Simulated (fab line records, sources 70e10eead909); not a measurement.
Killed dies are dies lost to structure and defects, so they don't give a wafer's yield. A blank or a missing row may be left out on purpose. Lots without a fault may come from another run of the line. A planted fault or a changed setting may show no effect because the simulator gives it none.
Which tool did it? | flow nand_harc | 11 lots, 33 wafers sampled, at 6 steps of a route of 1302

WHAT THE GAUGES READ, wafer by wafer
NHARC_A_M0_INSPECT_27.
lot  | measured     | on                | raw_defect_count
L594 | day 23 10:05 | defect_inspect-01 | 451 384 725
L597 | day 24 12:24 | defect_inspect-02 | 428 543 509
L601 | day 27 10:29 | defect_inspect-01 | 523 449 494
L603 | day 28 16:31 | defect_inspect-02 | 3200 859 818
L607 | day 29 14:15 | defect_inspect-02 | 708 497 472
L609 | day 29 20:43 | defect_inspect-02 | 643 632 623
L611 | day 30 01:37 | defect_inspect-01 | 685 662 579
L614 | day 31 02:38 | defect_inspect-02 | 581 620 663
L615 | day 32 09:49 | defect_inspect-01 | 836 571 773
L616 | day 32 11:55 | defect_inspect-01 | 394 457 784
L617 | day 33 23:52 | defect_inspect-02 | 427 471 362

NHARC_END_SORT_01.
lot  | measured     | on        | defect_limited_yield (%) | killed_at_array | killed_at_other | killed_at_periphery | killed_dies | killed_open | killed_short
L603 | day 30 16:32 | prober-02 | 0 89.4 89.8              | 674 71 68       | 2 1 0           | 1 0 1               | 677 72 69   | 3 5 2       | 5 6 1
L609 | day 31 18:24 | prober-02 | 91.7 90.3 89.4           | 53 62 68        | 0 0 0           | 3 4 4               | 56 66 72    | 2 2 4       | 1 3 2
L614 | day 32 21:37 | prober-02 | 90.3 91.0 90.7           | 61 54 58        | 1 1 0           | 4 6 5               | 66 61 63    | 3 6 3       | 3 0 0
L615 | day 33 23:48 | prober-01 | 95.7 94.8 95.3           | 24 27 22        | 0 0 1           | 5 8 9               | 29 35 32    | 4 3 1       | 2 5 3
L617 | day 36 00:13 | prober-02 | 96.6 96.5 94.2           | 20 19 34        | 1 2 3           | 2 3 2               | 23 24 39    | 1 2 5       | 3 1 1

WHICH TOOL RAN EACH LOT (tool, then ch and the chambers of the sampled wafers, then the start)
lot  | NHARC_A_BLC_ALD_23                  | NHARC_A_M0_ETCH_34                 | NHARC_A_M0_ANNEAL_30             | NHARC_A_M0_CMP_23
L594 | ald_metal-02 ch 0,1,3, day 23 05:20 | rie_diel-09 ch 2,3, day 23 07:42   | rtp_anneal-02 ch 0, day 23 09:20 | cmp-02 ch 0,3, day 23 09:39
L597 | ald_metal-03 ch 0,3, day 24 07:33   | rie_diel-05 ch 0,1,2, day 24 09:59 | rtp_anneal-01 ch 0, day 24 11:35 | cmp-03 ch 0,3, day 24 11:56
L601 | ald_metal-02 ch 0,1, day 27 05:46   | rie_diel-08 ch 2,3, day 27 08:05   | rtp_anneal-01 ch 0, day 27 09:40 | cmp-02 ch 0,1,3, day 27 10:02
L603 | ald_metal-02 ch 1,2,3, day 28 11:49 | rie_diel-05 ch 1,2,3, day 28 14:07 | rtp_anneal-01 ch 0, day 28 15:41 | cmp-02 ch 0,2,3, day 28 16:02
L607 | ald_metal-01 ch 0,2,3, day 29 09:32 | rie_diel-08 ch 1,2,3, day 29 11:50 | rtp_anneal-01 ch 0, day 29 13:26 | cmp-03 ch 1,2, day 29 13:46
L609 | ald_metal-03 ch 0,2,3, day 29 15:50 | rie_diel-09 ch 0,2,3, day 29 18:20 | rtp_anneal-01 ch 0, day 29 20:04 | cmp-01 ch 1,2, day 29 20:17
L611 | ald_metal-01 ch 0,3, day 29 20:48   | rie_diel-09 ch 2,3, day 29 23:08   | rtp_anneal-01 ch 0, day 30 00:46 | cmp-03 ch 0,1, day 30 01:06
L614 | ald_metal-01 ch 0,1,3, day 30 21:22 | rie_diel-08 ch 0,1,3, day 31 00:14 | rtp_anneal-02 ch 0, day 31 01:49 | cmp-01 ch 0,2,3, day 31 02:10
L615 | ald_metal-02 ch 1,3, day 32 05:05   | rie_diel-09 ch 0,1,2, day 32 07:26 | rtp_anneal-01 ch 0, day 32 09:00 | cmp-01 ch 0,3, day 32 09:23
L616 | ald_metal-02 ch 0,1, day 32 07:18   | rie_diel-08 ch 0,2,3, day 32 09:32 | rtp_anneal-01 ch 0, day 32 11:11 | cmp-01 ch 0,1,3, day 32 11:29
L617 | ald_metal-01 ch 2,3, day 33 18:44   | rie_diel-05 ch 2,3, day 33 21:29   | rtp_anneal-02 ch 0, day 33 23:06 | cmp-01 ch 1,2,3, day 33 23:26
- NHARC_A_BLC_ALD_23: deposits TiN, target thk 3 nm, pulse time 1 s, ald cycles 150.
- NHARC_A_M0_ETCH_34: etches the open film in N2/H2, target depth 40 nm, overetch 12 nm, time 43.94 s.
- NHARC_A_M0_ANNEAL_30: time 90 s.
- NHARC_A_M0_CMP_23: polishes, t overpolish 20 s, target thk 113.75 nm.

WHAT THE TOOLS THEMSELVES READ (means of the sampled wafers that have a number; where no wafer has one, the mark that the record gives instead)
NHARC_A_BLC_ALD_23.
lot  | tool         | heater_power_w (W) | precursor_pulse_height_rel | susceptor_temp_C (C)
L594 | ald_metal-02 | 974                | 0.984                      | 450.21
L597 | ald_metal-03 | 1089               | 1.005                      | 449.88
L601 | ald_metal-02 | 914                | 0.993                      | 449.89
L603 | ald_metal-02 | 965                | 0.992                      | 450.26
L607 | ald_metal-01 | 1033               | 1.006                      | 449.86
L609 | ald_metal-03 | 1017               | 0.992                      | 449.96
L611 | ald_metal-01 | 985                | 1.005                      | 449.90
L614 | ald_metal-01 | 1015               | 1.003                      | 449.73
L615 | ald_metal-02 | 909                | 1.003                      | 450.04
L616 | ald_metal-02 | 872                | 0.999                      | 450.07
L617 | ald_metal-01 | 1012               | 1.003                      | 449.93

NHARC_A_M0_ETCH_34.
lot  | tool        | drypump_motor_current_A (A) | oes_product_au (a.u.) | rf_vpp_V (V) | showerhead_plenum_p_Torr (Torr) | throttle_valve_pct (%)
L594 | rie_diel-09 | 6.4                         | 0.999                 | 430.1        | 2.03                            | 14.173
L597 | rie_diel-05 | 5.6                         | 0.996                 | 430.8        | 2.05                            | 14.169
L601 | rie_diel-08 | 5.3                         | 1.009                 | 431.5        | 2.10                            | 14.175
L603 | rie_diel-05 | 5.6                         | 1.000                 | 429.8        | 1.99                            | 14.166
L607 | rie_diel-08 | 5.3                         | 1.003                 | 430.1        | 2.02                            | 14.165
L609 | rie_diel-09 | 6.3                         | 1.006                 | 429.6        | 1.99                            | 14.175
L611 | rie_diel-09 | 6.3                         | 0.999                 | 429.8        | 2.05                            | 14.162
L614 | rie_diel-08 | 5.4                         | 1.008                 | 430.8        | 2.08                            | 14.171
L615 | rie_diel-09 | 5.9                         | 1.004                 | 428.5        | 1.98                            | 14.173
L616 | rie_diel-08 | 5.1                         | 1.001                 | 431.6        | 2.10                            | 14.165
L617 | rie_diel-05 | 5.4                         | 0.991                 | 428.7        | 1.97                            | 14.159

NHARC_A_M0_ANNEAL_30.
lot  | tool          | anneal_temp_c (C) | wafer_temp_C_max
L594 | rtp_anneal-02 | 224.89            | 226.16
L597 | rtp_anneal-01 | 225.07            | 226.11
L601 | rtp_anneal-01 | 224.93            | 226.20
L603 | rtp_anneal-01 | 224.94            | 225.91
L607 | rtp_anneal-01 | 225.11            | 225.67
L609 | rtp_anneal-01 | 224.95            | 225.99
L611 | rtp_anneal-01 | 225.08            | 225.95
L614 | rtp_anneal-02 | 225.19            | 226.30
L615 | rtp_anneal-01 | 224.95            | 225.86
L616 | rtp_anneal-01 | 224.97            | 225.60
L617 | rtp_anneal-02 | 225.02            | 226.60

NHARC_A_M0_CMP_23.
lot  | tool   | motor_current_A (A) | slurry_filter_dp_kPa (kPa) | time_to_endpoint_s (s)
L594 | cmp-02 | 12.2                | 13.52                      | 28.2
L597 | cmp-03 | 10.2                | 13.62                      | 29.3
L601 | cmp-02 | 11.9                | 13.43                      | 32.5
L603 | cmp-02 | 12.2                | 13.56                      | 32.5
L607 | cmp-03 | 11.9                | 13.50                      | 30.5
L609 | cmp-01 | 13.8                | 13.50                      | 30.6
L611 | cmp-03 | 12.2                | 13.51                      | 26.8
L614 | cmp-01 | 13.6                | 13.53                      | 29.9
L615 | cmp-01 | 13.4                | 13.44                      | 29.8
L616 | cmp-01 | 12.5                | 13.50                      | 31.0
L617 | cmp-01 | 13.3                | 13.40                      | 30.9

THE ANSWER, worked out from the rows above alone
Rule: what is usual is taken from the lots themselves. Put in order of their means at a reading, lots are off if they are a third of the lots or fewer, leave a main group of 4 or more, and stand apart from it by a gap of 3 or more times the standard deviation of the main group's means; of several such gaps the widest counts. A main group whose means are all the same, to the digits that the tables above print for the reading, isn't used. A lot without any number at a reading at which 4 lots or more have one is off too. The other lots that the step has rows for count as sound. The gauges are gone through in route order, then the tools' own readings, and for those a lot's mean is taken as printed above. The first step at which some lot is off is used, and at that step the reading that is off furthest; a lot without a number counts as furthest.
Off: L603, at NHARC_A_M0_INSPECT_27 (raw_defect_count). The main group: mean 565, standard deviation 86.
A tool fits if, at a process step before that reading, it ran every lot that is off, and no sound lot after the first of them. The gauges at NHARC_A_M0_INSPECT_27 aren't tried: what is off there is off at NHARC_END_SORT_01 too, on other tools, and a gauge's error can't cause that. One fits: cmp-02 at NHARC_A_M0_CMP_23. Its last sound lot is L601 (day 27 10:02), its first lot that is off L603 (day 28 16:02): a fault that began between those two fits.

WHAT THE SIMULATOR HAD PUT IN
Process parameter drift: cmp-02, from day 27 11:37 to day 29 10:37, at NHARC_A_M0_CMP_23. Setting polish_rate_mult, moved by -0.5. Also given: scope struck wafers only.
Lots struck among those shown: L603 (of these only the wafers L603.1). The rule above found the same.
